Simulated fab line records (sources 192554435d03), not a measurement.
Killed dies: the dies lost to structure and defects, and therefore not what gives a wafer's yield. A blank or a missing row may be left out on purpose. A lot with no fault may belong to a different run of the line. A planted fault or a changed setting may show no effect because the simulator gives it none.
Which tool was responsible? :: flow n5Finfet :: 30 wafers from 10 lots sampled at 5 of the route's 1938 steps

## WHAT THE GAUGES SHOWED, per wafer
Not one reading of a measure or inspect step in the record can be checked against a usual standard deviation.

## EACH LOT AND THE TOOL THAT RAN IT (in order: tool; ch and the chambers of the sampled wafers; start)
lot: L452
N5_BEOL_M15_DESCUM_15: rieDiel-05 ch 0,1,2, day 14 04:34
N5_BEOL_M15_PRE_CLEAN_42: pvdSputter-01, day 14 07:17
N5_BEOL_M15_SPUTTER_44: pvdSputter-01, day 14 07:25
N5_BEOL_M15_CMP_49: cmp-03 ch 1,2,3, day 14 08:11
N5_MIM_BOT_SPUTTER_00: pvdSputter-02, day 14 11:15

lot: L456
N5_BEOL_M15_DESCUM_15: rieDiel-02 ch 0,1,3, day 14 14:23
N5_BEOL_M15_PRE_CLEAN_42: pvdSputter-01, day 14 18:08
N5_BEOL_M15_SPUTTER_44: pvdSputter-01, day 14 18:16
N5_BEOL_M15_CMP_49: cmp-01 ch 0,1,2, day 14 19:14
N5_MIM_BOT_SPUTTER_00: pvdSputter-02, day 14 23:26

lot: L459
N5_BEOL_M15_DESCUM_15: rieDiel-02 ch 0,1,2, day 15 03:43
N5_BEOL_M15_PRE_CLEAN_42: pvdSputter-01, day 15 06:58
N5_BEOL_M15_SPUTTER_44: pvdSputter-01, day 15 07:05
N5_BEOL_M15_CMP_49: cmp-03 ch 1,2,3, day 15 08:33
N5_MIM_BOT_SPUTTER_00: pvdSputter-03, day 15 11:13

lot: L457
N5_BEOL_M15_DESCUM_15: rieDiel-05 ch 1,2, day 15 10:21
N5_BEOL_M15_PRE_CLEAN_42: pvdSputter-01, day 15 14:45
N5_BEOL_M15_SPUTTER_44: pvdSputter-01, day 15 14:52
N5_BEOL_M15_CMP_49: cmp-03 ch 1,2,3, day 15 15:43
N5_MIM_BOT_SPUTTER_00: pvdSputter-03, day 15 17:49

lot: L461
N5_BEOL_M15_DESCUM_15: rieDiel-05 ch 0,1,3, day 15 11:36
N5_BEOL_M15_PRE_CLEAN_42: pvdSputter-03, day 15 17:13
N5_BEOL_M15_SPUTTER_44: pvdSputter-03, day 15 17:20
N5_BEOL_M15_CMP_49: cmp-02 ch 1,2,3, day 15 18:08
N5_MIM_BOT_SPUTTER_00: pvdSputter-02, day 15 21:10

lot: L470
N5_BEOL_M15_DESCUM_15: rieDiel-02 ch 0,2, day 18 04:51
N5_BEOL_M15_PRE_CLEAN_42: pvdSputter-01, day 18 11:28
N5_BEOL_M15_SPUTTER_44: pvdSputter-01, day 18 11:35
N5_BEOL_M15_CMP_49: cmp-02 ch 1,2,3, day 18 12:23
N5_MIM_BOT_SPUTTER_00: pvdSputter-02, day 18 14:44

lot: L467
N5_BEOL_M15_DESCUM_15: rieDiel-03 ch 0,2,3, day 18 08:02
N5_BEOL_M15_PRE_CLEAN_42: pvdSputter-03, day 18 11:38
N5_BEOL_M15_SPUTTER_44: pvdSputter-03, day 18 11:45
N5_BEOL_M15_CMP_49: cmp-01 ch 0,3, day 18 12:36
N5_MIM_BOT_SPUTTER_00: pvdSputter-03, day 18 15:17

lot: L468
N5_BEOL_M15_DESCUM_15: rieDiel-05 ch 1,2,3, day 18 08:35
N5_BEOL_M15_PRE_CLEAN_42: pvdSputter-01, day 18 12:02
N5_BEOL_M15_SPUTTER_44: pvdSputter-01, day 18 12:10
N5_BEOL_M15_CMP_49: cmp-02 ch 0,3, day 18 13:17
N5_MIM_BOT_SPUTTER_00: pvdSputter-03, day 18 15:27

lot: L473
N5_BEOL_M15_DESCUM_15: rieDiel-05 ch 1,3, day 19 04:55
N5_BEOL_M15_PRE_CLEAN_42: pvdSputter-01, day 19 11:29
N5_BEOL_M15_SPUTTER_44: pvdSputter-01, day 19 11:36
N5_BEOL_M15_CMP_49: cmp-02 ch 1,2,3, day 19 12:24
N5_MIM_BOT_SPUTTER_00: pvdSputter-03, day 19 16:23

lot: L471
N5_BEOL_M15_DESCUM_15: rieDiel-05 ch 0,2,3, day 20 04:47
N5_BEOL_M15_PRE_CLEAN_42: pvdSputter-02, day 20 07:36
N5_BEOL_M15_SPUTTER_44: pvdSputter-02, day 20 07:43
N5_BEOL_M15_CMP_49: cmp-02 ch 1,2, day 20 08:50
N5_MIM_BOT_SPUTTER_00: pvdSputter-03, day 20 10:37
- N5_BEOL_M15_DESCUM_15: chemistry O2, time 7.9 s.
- N5_BEOL_M15_PRE_CLEAN_42: time 30 s.
- N5_BEOL_M15_SPUTTER_44: material Ta, target thk 15 nm, time 24.19 s.
- N5_BEOL_M15_CMP_49: polishes, stops on SiO2, t overpolish 4.9 s, target thk 850 nm.
- N5_MIM_BOT_SPUTTER_00: material TiN, target thk 35 nm, time 89.7 s.

## AS READ BY THE TOOLS THEMSELVES (means over the sampled wafers that have a number; for cases with no such wafer, the mark the record gives instead)
N5_BEOL_M15_DESCUM_15. Usual: drypumpMotorCurrentA 5.8 A, standard deviation 0.44; oesProductAu 0.78 a.u., standard deviation 0.087; rfVppV 242.9 V, standard deviation 1.4; showerheadPlenumPTorr 2.08 Torr, standard deviation 0.068; throttleValvePct 20.52 %, standard deviation 0.2.
lot: L452
tool: rieDiel-05
drypumpMotorCurrentA (A): 5.8
oesProductAu (a.u.): 0.80
rfVppV (V): 241.8
showerheadPlenumPTorr (Torr): 2.08
throttleValvePct (%): 20.34
flag: 

lot: L456
tool: rieDiel-02
drypumpMotorCurrentA (A): 5.4
oesProductAu (a.u.): 0.78
rfVppV (V): 242.0
showerheadPlenumPTorr (Torr): 2.04
throttleValvePct (%): 20.55
flag: 

lot: L459
tool: rieDiel-02
drypumpMotorCurrentA (A): 5.5
oesProductAu (a.u.): 0.81
rfVppV (V): 242.9
showerheadPlenumPTorr (Torr): 2.05
throttleValvePct (%): 20.58
flag: 

lot: L457
tool: rieDiel-05
drypumpMotorCurrentA (A): 5.9
oesProductAu (a.u.): 0.86
rfVppV (V): 242.7
showerheadPlenumPTorr (Torr): 2.06
throttleValvePct (%): 20.37
flag: 

lot: L461
tool: rieDiel-05
drypumpMotorCurrentA (A): 5.9
oesProductAu (a.u.): 0.86
rfVppV (V): 243.5
showerheadPlenumPTorr (Torr): 2.08
throttleValvePct (%): 20.35
flag: 

lot: L470
tool: rieDiel-02
drypumpMotorCurrentA (A): 5.2
oesProductAu (a.u.): 0.84
rfVppV (V): 242.4
showerheadPlenumPTorr (Torr): 2.09
throttleValvePct (%): 20.52
flag: 

lot: L467
tool: rieDiel-03
drypumpMotorCurrentA (A): 5.7
oesProductAu (a.u.): 0.79
rfVppV (V): 245.1
showerheadPlenumPTorr (Torr): 2.19
throttleValvePct (%): 20.46
flag: 

lot: L468
tool: rieDiel-05
drypumpMotorCurrentA (A): 6.0
oesProductAu (a.u.): 0.77
rfVppV (V): 243.6
showerheadPlenumPTorr (Torr): 2.07
throttleValvePct (%): 20.52
flag: 

lot: L473
tool: rieDiel-05
drypumpMotorCurrentA (A): 5.7
oesProductAu (a.u.): 0.76
rfVppV (V): 242.9
showerheadPlenumPTorr (Torr): 2.09
throttleValvePct (%): 20.48
flag: 

lot: L471
tool: rieDiel-05
drypumpMotorCurrentA (A): 6.1
oesProductAu (a.u.): 0.80
rfVppV (V): 241.8
showerheadPlenumPTorr (Torr): 2.04
throttleValvePct (%): 20.46
flag: 

N5_BEOL_M15_PRE_CLEAN_42. Usual: heaterPowerW 477 W, standard deviation 53.
lot: L452
tool: pvdSputter-01
heaterPowerW (W): 523
flag: 

lot: L456
tool: pvdSputter-01
heaterPowerW (W): 518
flag: 

lot: L459
tool: pvdSputter-01
heaterPowerW (W): 511
flag: 

lot: L457
tool: pvdSputter-01
heaterPowerW (W): 512
flag: 

lot: L461
tool: pvdSputter-03
heaterPowerW (W): 405
flag: 

lot: L470
tool: pvdSputter-01
heaterPowerW (W): 516
flag: 

lot: L467
tool: pvdSputter-03
heaterPowerW (W): 426
flag: 

lot: L468
tool: pvdSputter-01
heaterPowerW (W): 483
flag: 

lot: L473
tool: pvdSputter-01
heaterPowerW (W): 525
flag: 

lot: L471
tool: pvdSputter-02
heaterPowerW (W): 504
flag: 

N5_BEOL_M15_SPUTTER_44. Usual: cathodeDcPowerW 15000 W, standard deviation 2.8; chamberPressurePa 0.06998 Pa, standard deviation 0.00013; substrateTempC 50.01 C, standard deviation 0.11; throttleValvePct 29.6 %, standard deviation 1.
lot: L452
tool: pvdSputter-01
cathodeDcPowerW (W): 14999
chamberPressurePa (Pa): 0.06993
substrateTempC (C): 50.09
throttleValvePct (%): 30.0
flag: 

lot: L456
tool: pvdSputter-01
cathodeDcPowerW (W): 15001
chamberPressurePa (Pa): 0.07005
substrateTempC (C): 50.01
throttleValvePct (%): 29.9
flag: 

lot: L459
tool: pvdSputter-01
cathodeDcPowerW (W): 14604
chamberPressurePa (Pa): 0.07001
substrateTempC (C): 50.08
throttleValvePct (%): 29.4
flag: OFF

lot: L457
tool: pvdSputter-01
cathodeDcPowerW (W): 14609
chamberPressurePa (Pa): 0.06997
substrateTempC (C): 49.98
throttleValvePct (%): 29.8
flag: OFF

lot: L461
tool: pvdSputter-03
cathodeDcPowerW (W): 15002
chamberPressurePa (Pa): 0.06994
substrateTempC (C): 49.89
throttleValvePct (%): 29.3
flag: 

lot: L470
tool: pvdSputter-01
cathodeDcPowerW (W): 15001
chamberPressurePa (Pa): 0.06991
substrateTempC (C): 50.05
throttleValvePct (%): 29.3
flag: 

lot: L467
tool: pvdSputter-03
cathodeDcPowerW (W): 14999
chamberPressurePa (Pa): 0.07017
substrateTempC (C): 50.15
throttleValvePct (%): 29.7
flag: 

lot: L468
tool: pvdSputter-01
cathodeDcPowerW (W): 15000
chamberPressurePa (Pa): 0.06987
substrateTempC (C): 49.99
throttleValvePct (%): 29.3
flag: 

lot: L473
tool: pvdSputter-01
cathodeDcPowerW (W): 14998
chamberPressurePa (Pa): 0.07007
substrateTempC (C): 50.00
throttleValvePct (%): 30.0
flag: 

lot: L471
tool: pvdSputter-02
cathodeDcPowerW (W): 15000
chamberPressurePa (Pa): 0.07011
substrateTempC (C): 49.98
throttleValvePct (%): 30.4
flag: 

N5_BEOL_M15_CMP_49. Usual: barrierFieldEndpointS 11.32 s, standard deviation 0.21; edgeZonePressureFrac 1.000, standard deviation 0.0048; motorCurrentA 8.4 A, standard deviation 1.1; slurryFilterDpKPa 13.48 kPa, standard deviation 0.13.
lot: L452
tool: cmp-03
barrierFieldEndpointS (s): 11.20
edgeZonePressureFrac: 1.003
motorCurrentA (A): 9.6
slurryFilterDpKPa (kPa): 13.51
flag: 

lot: L456
tool: cmp-01
barrierFieldEndpointS (s): 11.12
edgeZonePressureFrac: 1.000
motorCurrentA (A): 8.6
slurryFilterDpKPa (kPa): 13.54
flag: 

lot: L459
tool: cmp-03
barrierFieldEndpointS (s): 11.09
edgeZonePressureFrac: 1.001
motorCurrentA (A): 10.1
slurryFilterDpKPa (kPa): 13.56
flag: 

lot: L457
tool: cmp-03
barrierFieldEndpointS (s): 11.22
edgeZonePressureFrac: 1.001
motorCurrentA (A): 9.9
slurryFilterDpKPa (kPa): 13.48
flag: 

lot: L461
tool: cmp-02
barrierFieldEndpointS (s): 11.67
edgeZonePressureFrac: 1.002
motorCurrentA (A): 7.7
slurryFilterDpKPa (kPa): 13.65
flag: 

lot: L470
tool: cmp-02
barrierFieldEndpointS (s): 11.12
edgeZonePressureFrac: 0.998
motorCurrentA (A): 7.8
slurryFilterDpKPa (kPa): 13.53
flag: 

lot: L467
tool: cmp-01
barrierFieldEndpointS (s): 11.12
edgeZonePressureFrac: 0.999
motorCurrentA (A): 7.4
slurryFilterDpKPa (kPa): 13.46
flag: 

lot: L468
tool: cmp-02
barrierFieldEndpointS (s): 11.41
edgeZonePressureFrac: 1.001
motorCurrentA (A): 7.5
slurryFilterDpKPa (kPa): 13.50
flag: 

lot: L473
tool: cmp-02
barrierFieldEndpointS (s): 11.28
edgeZonePressureFrac: 1.000
motorCurrentA (A): 7.9
slurryFilterDpKPa (kPa): 13.31
flag: 

lot: L471
tool: cmp-02
barrierFieldEndpointS (s): 11.42
edgeZonePressureFrac: 1.000
motorCurrentA (A): 7.9
slurryFilterDpKPa (kPa): 13.52
flag: 

N5_MIM_BOT_SPUTTER_00. Usual: cathodeDcPowerW 3000.0 W, standard deviation 0.52; chamberPressurePa 0.4999 Pa, standard deviation 0.00094; substrateTempC 200.02 C, standard deviation 0.17; throttleValvePct 29.6 %, standard deviation 1.
lot: L452
tool: pvdSputter-02
cathodeDcPowerW (W): 2999.8
chamberPressurePa (Pa): 0.5000
substrateTempC (C): 200.05
throttleValvePct (%): 29.7
flag: 

lot: L456
tool: pvdSputter-02
cathodeDcPowerW (W): 3000.1
chamberPressurePa (Pa): 0.4997
substrateTempC (C): 200.07
throttleValvePct (%): 30.1
flag: 

lot: L459
tool: pvdSputter-03
cathodeDcPowerW (W): 2999.8
chamberPressurePa (Pa): 0.4993
substrateTempC (C): 200.13
throttleValvePct (%): 29.2
flag: 

lot: L457
tool: pvdSputter-03
cathodeDcPowerW (W): 3000.0
chamberPressurePa (Pa): 0.4992
substrateTempC (C): 199.89
throttleValvePct (%): 29.3
flag: 

lot: L461
tool: pvdSputter-02
cathodeDcPowerW (W): 2999.7
chamberPressurePa (Pa): 0.5000
substrateTempC (C): 200.01
throttleValvePct (%): 29.9
flag: 

lot: L470
tool: pvdSputter-02
cathodeDcPowerW (W): 2999.9
chamberPressurePa (Pa): 0.5003
substrateTempC (C): 200.02
throttleValvePct (%): 30.4
flag: 

lot: L467
tool: pvdSputter-03
cathodeDcPowerW (W): 2999.9
chamberPressurePa (Pa): 0.5000
substrateTempC (C): 200.20
throttleValvePct (%): 29.5
flag: 

lot: L468
tool: pvdSputter-03
cathodeDcPowerW (W): 3000.3
chamberPressurePa (Pa): 0.5003
substrateTempC (C): 200.06
throttleValvePct (%): 28.7
flag: 

lot: L473
tool: pvdSputter-03
cathodeDcPowerW (W): 3000.3
chamberPressurePa (Pa): 0.4991
substrateTempC (C): 200.06
throttleValvePct (%): 28.8
flag: 

lot: L471
tool: pvdSputter-03
cathodeDcPowerW (W): 3000.1
chamberPressurePa (Pa): 0.4982
substrateTempC (C): 199.91
throttleValvePct (%): 28.8
flag: 

## THE ANSWER, worked out from the rows above alone
Rule: take the mean of a lot's wafers that have a number; if it is more than 3 standard deviations from the usual mean, the lot is off. Also off: a lot with no number at a reading for which 4 or more lots have one. Where the step has rows for the other lots, those lots are counted as sound. Order of review: gauges by route order, followed by the tools' own readings, for which a lot's mean as printed above is used. The first step at which some lot is off is used, and at that step the reading that is off furthest; a lot without a number counts as furthest.
Off, at N5_BEOL_M15_SPUTTER_44 on cathodeDcPowerW: L459, L457.
A tool fits if, at that step or a process step before it, it ran every lot that is off, and no sound lot after the first of them. Of those tried, none fits.

## WHAT THE SIMULATOR PUT IN
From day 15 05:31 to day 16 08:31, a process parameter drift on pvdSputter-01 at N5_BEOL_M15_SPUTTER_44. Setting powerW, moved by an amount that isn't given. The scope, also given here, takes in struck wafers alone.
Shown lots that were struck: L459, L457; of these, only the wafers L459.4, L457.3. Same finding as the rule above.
